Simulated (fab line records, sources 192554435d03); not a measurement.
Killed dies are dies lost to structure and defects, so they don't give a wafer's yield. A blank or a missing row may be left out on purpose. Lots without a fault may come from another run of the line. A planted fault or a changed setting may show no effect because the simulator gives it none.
fab line records | flow n5_finfet
record lots=7 wafers=21
route steps=1938 shown MIM_BOT_LITHO@1860 PAD_METAL@1896
start_h: hours from the record's first day to the start of the lot's first wafer shown | wait_h: hours since the lot's step before | " the same as in the row above | L1.1+2: a row that stands for several wafers | - no value, or no start given | * or withheld: withheld | < > ~ a bound
route shown NAME@n: a module of which the file shows steps, and the number in the route of the first | usual: mean/standard deviation of fault-free wafers | same: alike in all rows | chamber/n: place in a boat | sites: the reading at each site | _std_site: their standard deviation | _edge_site: outer sites' mean less inner sites' | radius_mm: how far each site lies from the wafer's centre | mask NAME#n: copy n | behind: the tool/chamber that last shaped the wafer | hold: why the lot was held/for how many hours/how that ended | device: the transistor (n, p or np) that didn't switch | end of line: the same wafers' tests at the end of the route | a step without rows: its recipe alone | killed: dies lost to structure and defects at the first sort, not the wafer's yield | map: a wafer's dies, x killed, . not, _ none there
set.NAME: the setting as run; set.NAME@STEP: as run at that earlier step | model.NAME: the simulator's own value behind a step, which no gauge read
lots whose settings were changed on purpose; a table a step, a row a wafer
## steps
# step N5_MIM_BOT_LITHO_DEVELOP_07
# recipe develop_time_s=60 rinse_liquid=diw dry=air_spin dev_temp_c=21
# columns lot.wafer tool chamber start_h wait_h set.develop_time_s
L074.2 litho_track-05 0 - - 47.08
L074.4+6 " 0 " " 60
L077.1+2+4 litho_track-01 0 - - 69.12
L078.2+3 litho_track-01 0 - - 60
L078.6 " 0 " " 67.71
L087.1+2+6 litho_track-05 0 - - 60
L089.4 litho_track-05 0 - - 64.47
L089.5+6 " 0 " " 60
L091.2+5+6 litho_track-01 0 - - 60
L090.1 litho_track-02 0 - - 55
L090.4+6 " 0 " " 60
# step N5_MIM_BOT_LITHO_HARDBAKE_09
# recipe temp_c=130 time_s=120
# step N5_MIM_BOT_LITHO_CD_MEAS_08
# recipe target_cd_nm=3000 landing_energy_ev=500 detector=se_inlens polarity=opening
# usual cd_nm=3000.3/2.3
# columns lot.wafer tool chamber start_h wait_h set.dose_mj@MIM_BOT_LITHO_EXPOSE_05 cd_nm
L074.2 cd_sem-02 0 252.31 - 24.25 2996.5
L074.4 " 0 " " 24.25 3001.3
L074.6 " 0 " " 24.25 3000.8
L077.1 cd_sem-01 0 277.89 - 24.25 3002.8
L077.2 " 0 " " 22.63 2985.8
L077.4 " 0 " " 22.63 2989.6
L078.2 cd_sem-03 0 284.56 - 23.72 2994.3
L078.3 " 0 " " 23.72 2996.2
L078.6 " 0 " " 24.25 2999.6
L087.1 cd_sem-01 0 340.11 - 24.25 2997.1
L087.2 " 0 " " 24.25 2999.5
L087.6 " 0 " " 24.25 3001.4
L089.4 cd_sem-03 0 354.21 - 24.85 3003.7
L089.5 " 0 " " 24.25 3000.7
L089.6 " 0 " " 24.85 3007.8
L091.2 cd_sem-02 0 359.56 - 24.25 2998.1
L091.5 " 0 " " 24.83 3002.3
L091.6 " 0 " " 24.83 3000.2
L090.1 cd_sem-03 0 376.32 - 23.1 2989.7
L090.4 " 0 " " 24.25 3000.8
L090.6 " 0 " " 24.25 3002.9
# step N5_PASSIVATION_AL_DEP_21
# recipe material=Al target_thk_a=28000 temp_c=400 time_s=170 power_w=30000 chamber_pressure_pa=0.4 gas=Ar
# columns lot.wafer tool chamber start_h wait_h set.time_s model.Al_of_PASSIVATION_AL_DEP_21.thk_nm
L074.2 pvd_sputter-03 - 257.32 0.1 156.7 2586
L074.4 " - " " 170 2847
L074.6 " - " " 170 2802
L077.1 pvd_sputter-02 - 282.08 0.1 170 2754
L077.2 " - " " 170 2806
L077.4 " - " " 170 2808
L078.2 pvd_sputter-03 - 289.34 0.1 189.3 3105
L078.3 " - " " 170 2828
L078.6 " - " " 170 2772
L087.1 pvd_sputter-02 - 343.31 0.1 170 2784
L087.2 " - " " 170 2822
L087.6 " - " " 170 2815
L089.4 pvd_sputter-01 - 358.27 0.1 185.3 3044
L089.5 " - " " 185.3 3027
L089.6 " - " " 170 2698
L091.2 pvd_sputter-03 - 363.46 0.1 187.5 3106
L091.5 " - " " 170 2826
L091.6 " - " " 187.5 3121
L090.1 pvd_sputter-01 - 379.47 0.1 188.3 3077
L090.4 " - " " 188.3 3013
L090.6 " - " " 170 2735
## key
split step=N5_MIM_BOT_LITHO_DEVELOP_07 setting=develop_time_s stated=60 by=wafer
response none clear
split step=N5_PASSIVATION_AL_DEP_21 setting=time_s stated=170 by=wafer
response step=N5_PASSIVATION_AL_DEP_21 reading=model.Al_of_PASSIVATION_AL_DEP_21.thk_nm change=+29.8 per=1% r=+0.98
split outside_this_file step=N5_MIM_BOT_LITHO_EXPOSE_05 setting=dose_mj
# split outside_this_file: this setting was split too, and the file shows its column; the key of that split is in another file
